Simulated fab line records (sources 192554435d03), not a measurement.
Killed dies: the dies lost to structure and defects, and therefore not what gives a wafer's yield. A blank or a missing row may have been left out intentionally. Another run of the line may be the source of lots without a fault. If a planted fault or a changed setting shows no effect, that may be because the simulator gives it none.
A sampling plan put to the test :: flow n5Finfet :: one fab line, 36 faults that these records tell of, each judged on the records of the lots that it struck; 2 more are left out, because the records don't allow judging them
The plan consists of the line's own looks: route steps at which the wafer is read by a gauge or an inspection but not changed. Where struck wafers have a number at a look and the file lists that look's usual mean and standard deviation on fault-free wafers, the look can be judged. Caught: a look later than the fault's first step finds the struck wafers' mean 4 or more of those standard deviations (sigma) from the usual mean. On the tool: the same test on the tool's own readings at the fault's steps. Also counted as caught: the struck wafers showing another recipe, or a record that is empty for them alone.

== THE FAULTS, as the simulator had put them in ==
1. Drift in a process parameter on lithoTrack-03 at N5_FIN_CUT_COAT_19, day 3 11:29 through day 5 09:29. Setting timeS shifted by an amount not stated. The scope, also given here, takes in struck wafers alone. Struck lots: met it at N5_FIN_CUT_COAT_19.
2. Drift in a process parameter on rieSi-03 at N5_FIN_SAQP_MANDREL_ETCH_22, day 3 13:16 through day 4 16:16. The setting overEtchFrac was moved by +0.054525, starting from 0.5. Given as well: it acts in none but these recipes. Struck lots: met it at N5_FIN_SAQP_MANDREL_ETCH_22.
3. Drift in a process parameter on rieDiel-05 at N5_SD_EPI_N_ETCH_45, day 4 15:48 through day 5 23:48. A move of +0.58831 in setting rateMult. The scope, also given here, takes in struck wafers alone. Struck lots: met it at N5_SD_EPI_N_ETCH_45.
4. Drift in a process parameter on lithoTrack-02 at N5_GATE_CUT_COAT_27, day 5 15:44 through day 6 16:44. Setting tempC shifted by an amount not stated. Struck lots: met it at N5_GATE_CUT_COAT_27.
5. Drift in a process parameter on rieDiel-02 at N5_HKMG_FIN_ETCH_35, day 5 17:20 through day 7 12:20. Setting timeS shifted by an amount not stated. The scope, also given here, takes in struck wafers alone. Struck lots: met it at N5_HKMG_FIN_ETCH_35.
6. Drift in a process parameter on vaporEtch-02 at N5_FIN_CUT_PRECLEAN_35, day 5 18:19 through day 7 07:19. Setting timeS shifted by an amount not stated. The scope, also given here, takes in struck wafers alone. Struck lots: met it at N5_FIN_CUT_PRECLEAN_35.
7. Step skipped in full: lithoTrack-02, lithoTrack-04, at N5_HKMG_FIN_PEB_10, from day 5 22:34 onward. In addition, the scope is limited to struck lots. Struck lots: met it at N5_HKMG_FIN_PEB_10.
8. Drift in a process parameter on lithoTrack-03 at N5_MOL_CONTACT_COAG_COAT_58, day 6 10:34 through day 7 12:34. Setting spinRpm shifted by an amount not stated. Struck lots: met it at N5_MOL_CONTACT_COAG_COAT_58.
9. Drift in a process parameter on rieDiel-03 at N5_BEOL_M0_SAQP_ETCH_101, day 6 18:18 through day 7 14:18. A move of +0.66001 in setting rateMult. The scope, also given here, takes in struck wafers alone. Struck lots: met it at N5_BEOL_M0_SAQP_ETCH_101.
10. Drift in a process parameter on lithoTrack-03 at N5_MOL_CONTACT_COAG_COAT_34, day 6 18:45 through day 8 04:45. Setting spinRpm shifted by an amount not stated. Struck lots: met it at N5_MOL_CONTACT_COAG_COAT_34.
11. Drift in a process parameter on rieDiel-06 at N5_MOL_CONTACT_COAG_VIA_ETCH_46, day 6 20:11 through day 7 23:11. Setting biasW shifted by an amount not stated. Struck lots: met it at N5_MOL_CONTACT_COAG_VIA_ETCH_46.
12. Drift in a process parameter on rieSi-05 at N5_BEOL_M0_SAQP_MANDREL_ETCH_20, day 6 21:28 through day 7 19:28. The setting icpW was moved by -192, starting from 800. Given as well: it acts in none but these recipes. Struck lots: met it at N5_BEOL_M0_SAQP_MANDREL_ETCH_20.
13. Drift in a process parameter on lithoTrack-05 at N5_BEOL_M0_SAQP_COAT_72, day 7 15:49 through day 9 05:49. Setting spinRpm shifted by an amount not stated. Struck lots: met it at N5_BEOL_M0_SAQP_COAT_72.
14. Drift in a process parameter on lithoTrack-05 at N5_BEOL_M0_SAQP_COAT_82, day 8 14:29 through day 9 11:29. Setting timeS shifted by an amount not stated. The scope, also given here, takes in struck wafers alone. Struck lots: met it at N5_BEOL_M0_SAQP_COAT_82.
15. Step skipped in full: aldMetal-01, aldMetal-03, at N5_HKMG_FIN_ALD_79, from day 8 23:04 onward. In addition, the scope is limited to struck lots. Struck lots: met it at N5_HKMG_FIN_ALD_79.
16. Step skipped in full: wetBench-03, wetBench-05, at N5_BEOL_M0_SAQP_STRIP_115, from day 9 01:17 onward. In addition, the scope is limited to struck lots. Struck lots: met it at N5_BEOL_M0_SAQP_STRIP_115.
17. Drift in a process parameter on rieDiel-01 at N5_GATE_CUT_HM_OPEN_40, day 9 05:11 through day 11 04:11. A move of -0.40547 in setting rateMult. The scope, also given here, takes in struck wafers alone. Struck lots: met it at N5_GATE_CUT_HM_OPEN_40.
18. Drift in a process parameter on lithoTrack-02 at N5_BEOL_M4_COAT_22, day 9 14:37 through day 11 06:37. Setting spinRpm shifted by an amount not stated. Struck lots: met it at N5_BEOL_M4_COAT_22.
19. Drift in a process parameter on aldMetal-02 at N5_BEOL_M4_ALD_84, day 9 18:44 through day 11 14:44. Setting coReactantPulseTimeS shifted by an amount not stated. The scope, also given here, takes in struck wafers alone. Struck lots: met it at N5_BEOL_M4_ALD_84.
20. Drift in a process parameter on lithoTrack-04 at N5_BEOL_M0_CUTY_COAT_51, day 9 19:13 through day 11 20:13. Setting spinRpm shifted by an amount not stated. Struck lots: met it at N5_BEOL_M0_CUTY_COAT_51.
21. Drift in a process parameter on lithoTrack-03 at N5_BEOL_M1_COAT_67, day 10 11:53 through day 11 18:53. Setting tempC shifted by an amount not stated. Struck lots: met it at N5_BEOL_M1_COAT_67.
22. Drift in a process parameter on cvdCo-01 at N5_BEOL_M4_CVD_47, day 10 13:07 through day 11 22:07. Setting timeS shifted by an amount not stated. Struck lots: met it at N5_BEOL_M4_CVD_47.
23. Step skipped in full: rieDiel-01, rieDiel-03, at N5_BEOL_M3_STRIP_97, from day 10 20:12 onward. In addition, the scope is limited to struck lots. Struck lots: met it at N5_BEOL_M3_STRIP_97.
24. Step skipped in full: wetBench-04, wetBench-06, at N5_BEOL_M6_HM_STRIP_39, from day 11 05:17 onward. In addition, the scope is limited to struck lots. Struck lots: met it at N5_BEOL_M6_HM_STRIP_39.
25. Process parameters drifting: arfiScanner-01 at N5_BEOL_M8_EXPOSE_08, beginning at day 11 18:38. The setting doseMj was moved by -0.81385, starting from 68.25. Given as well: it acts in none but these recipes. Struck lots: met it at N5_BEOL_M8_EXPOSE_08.
26. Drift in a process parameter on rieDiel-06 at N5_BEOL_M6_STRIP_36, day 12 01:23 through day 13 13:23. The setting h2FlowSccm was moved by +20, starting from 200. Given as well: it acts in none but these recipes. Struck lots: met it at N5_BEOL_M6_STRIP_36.
27. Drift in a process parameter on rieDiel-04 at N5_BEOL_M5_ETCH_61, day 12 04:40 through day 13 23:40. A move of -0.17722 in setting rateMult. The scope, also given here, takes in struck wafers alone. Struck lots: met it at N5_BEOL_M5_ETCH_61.
28. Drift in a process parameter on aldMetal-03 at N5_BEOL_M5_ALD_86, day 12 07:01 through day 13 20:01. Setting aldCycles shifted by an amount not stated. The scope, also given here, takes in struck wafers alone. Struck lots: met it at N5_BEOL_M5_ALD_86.
29. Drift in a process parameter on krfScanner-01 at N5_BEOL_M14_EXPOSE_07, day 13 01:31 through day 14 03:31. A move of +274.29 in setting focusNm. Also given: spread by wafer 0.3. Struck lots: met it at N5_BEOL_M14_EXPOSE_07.
30. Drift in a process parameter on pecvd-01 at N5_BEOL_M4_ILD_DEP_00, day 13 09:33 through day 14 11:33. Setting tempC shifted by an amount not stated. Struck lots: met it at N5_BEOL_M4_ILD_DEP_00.
31. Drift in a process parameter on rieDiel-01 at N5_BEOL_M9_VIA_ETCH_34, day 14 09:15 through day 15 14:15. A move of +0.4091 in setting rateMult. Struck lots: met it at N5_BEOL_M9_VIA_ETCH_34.
32. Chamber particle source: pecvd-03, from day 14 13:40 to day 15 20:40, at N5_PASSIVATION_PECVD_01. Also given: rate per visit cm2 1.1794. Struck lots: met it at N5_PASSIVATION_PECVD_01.
33. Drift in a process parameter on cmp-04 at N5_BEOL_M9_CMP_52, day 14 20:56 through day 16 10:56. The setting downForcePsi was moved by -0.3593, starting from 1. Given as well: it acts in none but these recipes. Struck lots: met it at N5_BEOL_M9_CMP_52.
34. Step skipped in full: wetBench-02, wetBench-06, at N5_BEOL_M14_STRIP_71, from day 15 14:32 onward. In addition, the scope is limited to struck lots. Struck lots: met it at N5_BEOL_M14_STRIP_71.
35. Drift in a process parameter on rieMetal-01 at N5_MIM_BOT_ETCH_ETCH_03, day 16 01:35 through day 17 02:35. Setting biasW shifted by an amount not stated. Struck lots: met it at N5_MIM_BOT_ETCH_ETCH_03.
36. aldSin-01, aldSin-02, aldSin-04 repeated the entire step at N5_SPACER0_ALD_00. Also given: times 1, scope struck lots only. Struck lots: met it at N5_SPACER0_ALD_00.

== WHAT THE PLAN SAW ==
fault: 1
on the tool itself: runLengthS -24 sigma
first look that catches it: not the one look that can be judged after it
reading, sigma: -
median hours from its first step to that look: -
hours from the fault's start to the first struck lot there: -
judged looks passed uncaught: 1

fault: 2
on the tool itself: under 2 sigma
first look that catches it: not the one look that can be judged after it
reading, sigma: -
median hours from its first step to that look: -
hours from the fault's start to the first struck lot there: -
judged looks passed uncaught: 1

fault: 3
on the tool itself: only faintly: oesProductAu +3.0 sigma
first look that catches it: not the one look that can be judged after it
reading, sigma: -
median hours from its first step to that look: -
hours from the fault's start to the first struck lot there: -
judged looks passed uncaught: 1

fault: 4
on the tool itself: plateTempC -15 sigma
first look that catches it: not the one look that can be judged after it
reading, sigma: -
median hours from its first step to that look: -
hours from the fault's start to the first struck lot there: -
judged looks passed uncaught: 1

fault: 5
on the tool itself: runLengthS +26 sigma
first look that catches it: not the one look that can be judged after it
reading, sigma: -
median hours from its first step to that look: -
hours from the fault's start to the first struck lot there: -
judged looks passed uncaught: 1

fault: 6
on the tool itself: under 2 sigma
first look that catches it: not the one look that can be judged after it
reading, sigma: -
median hours from its first step to that look: -
hours from the fault's start to the first struck lot there: -
judged looks passed uncaught: 1

fault: 7
on the tool itself: the tool's record is blank for the struck wafers
first look that catches it: no look after it can be judged
reading, sigma: -
median hours from its first step to that look: -
hours from the fault's start to the first struck lot there: -
judged looks passed uncaught: 0

fault: 8
on the tool itself: spinSpeedRpm +99 or beyond sigma
first look that catches it: none of the 2 looks that can be judged after it
reading, sigma: -
median hours from its first step to that look: -
hours from the fault's start to the first struck lot there: -
judged looks passed uncaught: 2

fault: 9
on the tool itself: only faintly: oesProductAu +3.7 sigma
first look that catches it: not the one look that can be judged after it
reading, sigma: -
median hours from its first step to that look: -
hours from the fault's start to the first struck lot there: -
judged looks passed uncaught: 1

fault: 10
on the tool itself: spinSpeedRpm +62 sigma
first look that catches it: none of the 2 looks that can be judged after it
reading, sigma: -
median hours from its first step to that look: -
hours from the fault's start to the first struck lot there: -
judged looks passed uncaught: 2

fault: 11
on the tool itself: biasW +15 sigma
first look that catches it: not the one look that can be judged after it
reading, sigma: -
median hours from its first step to that look: -
hours from the fault's start to the first struck lot there: -
judged looks passed uncaught: 1

fault: 12
on the tool itself: rfFwdPowerW -64 sigma
first look that catches it: not the one look that can be judged after it
reading, sigma: -
median hours from its first step to that look: -
hours from the fault's start to the first struck lot there: -
judged looks passed uncaught: 1

fault: 13
on the tool itself: spinSpeedRpm -59 sigma
first look that catches it: not the one look that can be judged after it
reading, sigma: -
median hours from its first step to that look: -
hours from the fault's start to the first struck lot there: -
judged looks passed uncaught: 1

fault: 14
on the tool itself: runLengthS -92 sigma
first look that catches it: not the one look that can be judged after it
reading, sigma: -
median hours from its first step to that look: -
hours from the fault's start to the first struck lot there: -
judged looks passed uncaught: 1

fault: 15
on the tool itself: the tool's record is blank for the struck wafers
first look that catches it: N5_BEOL_M4_RC_MEAS_101
reading, sigma: VT_P_LONG -33
median hours from its first step to that look: 119.0
hours from the fault's start to the first struck lot there: 124
judged looks passed uncaught: 0

fault: 16
on the tool itself: the tool's record is blank for the struck wafers
first look that catches it: not the one look that can be judged after it
reading, sigma: -
median hours from its first step to that look: -
hours from the fault's start to the first struck lot there: -
judged looks passed uncaught: 1

fault: 17
on the tool itself: etchRfOnTimeS +30 sigma
first look that catches it: not the one look that can be judged after it
reading, sigma: -
median hours from its first step to that look: -
hours from the fault's start to the first struck lot there: -
judged looks passed uncaught: 1

fault: 18
on the tool itself: spinSpeedRpm +99 or beyond sigma
first look that catches it: none of the 2 looks that can be judged after it
reading, sigma: -
median hours from its first step to that look: -
hours from the fault's start to the first struck lot there: -
judged looks passed uncaught: 2

fault: 19
on the tool itself: under 2 sigma
first look that catches it: not the one look that can be judged after it
reading, sigma: -
median hours from its first step to that look: -
hours from the fault's start to the first struck lot there: -
judged looks passed uncaught: 1

fault: 20
on the tool itself: spinSpeedRpm -76 sigma
first look that catches it: none of the 2 looks that can be judged after it
reading, sigma: -
median hours from its first step to that look: -
hours from the fault's start to the first struck lot there: -
judged looks passed uncaught: 2

fault: 21
on the tool itself: plateTempC -30 sigma
first look that catches it: not the one look that can be judged after it
reading, sigma: -
median hours from its first step to that look: -
hours from the fault's start to the first struck lot there: -
judged looks passed uncaught: 1

fault: 22
on the tool itself: runLengthS +99 or beyond sigma
first look that catches it: not the one look that can be judged after it
reading, sigma: -
median hours from its first step to that look: -
hours from the fault's start to the first struck lot there: -
judged looks passed uncaught: 1

fault: 23
on the tool itself: the tool's record is blank for the struck wafers
first look that catches it: not the one look that can be judged after it
reading, sigma: -
median hours from its first step to that look: -
hours from the fault's start to the first struck lot there: -
judged looks passed uncaught: 1

fault: 24
on the tool itself: the tool's record is blank for the struck wafers
first look that catches it: no look after it can be judged
reading, sigma: -
median hours from its first step to that look: -
hours from the fault's start to the first struck lot there: -
judged looks passed uncaught: 0

fault: 25
on the tool itself: exposureDoseMJCm2 -8.9 sigma
first look that catches it: no look after it can be judged
reading, sigma: -
median hours from its first step to that look: -
hours from the fault's start to the first struck lot there: -
judged looks passed uncaught: 0

fault: 26
on the tool itself: h2FlowSccm +34 sigma
first look that catches it: no look after it can be judged
reading, sigma: -
median hours from its first step to that look: -
hours from the fault's start to the first struck lot there: -
judged looks passed uncaught: 0

fault: 27
on the tool itself: etchRfOnTimeS +6.3 sigma
first look that catches it: no look after it can be judged
reading, sigma: -
median hours from its first step to that look: -
hours from the fault's start to the first struck lot there: -
judged looks passed uncaught: 0

fault: 28
on the tool itself: under 2 sigma
first look that catches it: no look after it can be judged
reading, sigma: -
median hours from its first step to that look: -
hours from the fault's start to the first struck lot there: -
judged looks passed uncaught: 0

fault: 29
on the tool itself: exposureDoseMJCm2 +4.2 sigma
first look that catches it: no look after it can be judged
reading, sigma: -
median hours from its first step to that look: -
hours from the fault's start to the first struck lot there: -
judged looks passed uncaught: 0

fault: 30
on the tool itself: susceptorTempC -21 sigma
first look that catches it: none of the 2 looks that can be judged after it
reading, sigma: -
median hours from its first step to that look: -
hours from the fault's start to the first struck lot there: -
judged looks passed uncaught: 2

fault: 31
on the tool itself: only faintly: oesProductAu +2.7 sigma
first look that catches it: no look after it can be judged
reading, sigma: -
median hours from its first step to that look: -
hours from the fault's start to the first struck lot there: -
judged looks passed uncaught: 0

fault: 32
on the tool itself: under 2 sigma
first look that catches it: none of the 2 looks that can be judged after it
reading, sigma: -
median hours from its first step to that look: -
hours from the fault's start to the first struck lot there: -
judged looks passed uncaught: 2

fault: 33
on the tool itself: overpolishRunS -99 or beyond sigma
first look that catches it: not the one look that can be judged after it
reading, sigma: -
median hours from its first step to that look: -
hours from the fault's start to the first struck lot there: -
judged looks passed uncaught: 1

fault: 34
on the tool itself: the tool's record is blank for the struck wafers
first look that catches it: not the one look that can be judged after it
reading, sigma: -
median hours from its first step to that look: -
hours from the fault's start to the first struck lot there: -
judged looks passed uncaught: 1

fault: 35
on the tool itself: biasW +62 sigma
first look that catches it: no look after it can be judged
reading, sigma: -
median hours from its first step to that look: -
hours from the fault's start to the first struck lot there: -
judged looks passed uncaught: 0

fault: 36
on the tool itself: under 2 sigma
first look that catches it: no look after it can be judged
reading, sigma: -
median hours from its first step to that look: -
hours from the fault's start to the first struck lot there: -
judged looks passed uncaught: 0
Dash: fault not caught, or number not given in these records.

Caught at a look: 1 of 36. Caught on the tool: 27 of 36. By one or the other: 27 of 36.
Faults caught by the tool alone: 1, 4, 5, 7, 8, 10, 11, 12, 13, 14, 16, 17, 18, 20, 21, 22, 23, 24, 25, 26, 27, 29, 30, 33, 34, 35.
Caught by neither: faults 2, 3, 6, 9, 19, 28, 31, 32, 36.

== THINNER SAMPLING ==
In the worst case, this is how late the first struck lot would be measured if the look that catches a fault measured only every second or every third lot, by lot number:
fault: 15
struck lots at that look, in order of time: L969, L970
every lot: 124 h
every second lot: 127 h
every third lot: may miss all 2
Hours count from the start of the fault until the first struck lot that is measured. Since the struck wafers were tested as one group against 4 sigma, a single lot by itself may lie under the limit. Other struck lots may not be in these records.

== THE LONGEST TIMED WAY FROM STEP TO LOOK ==
Fault 15: median gap of 119.0 hours between N5_HKMG_FIN_ALD_79 and N5_BEOL_M4_RC_MEAS_101. No look between them can be judged.
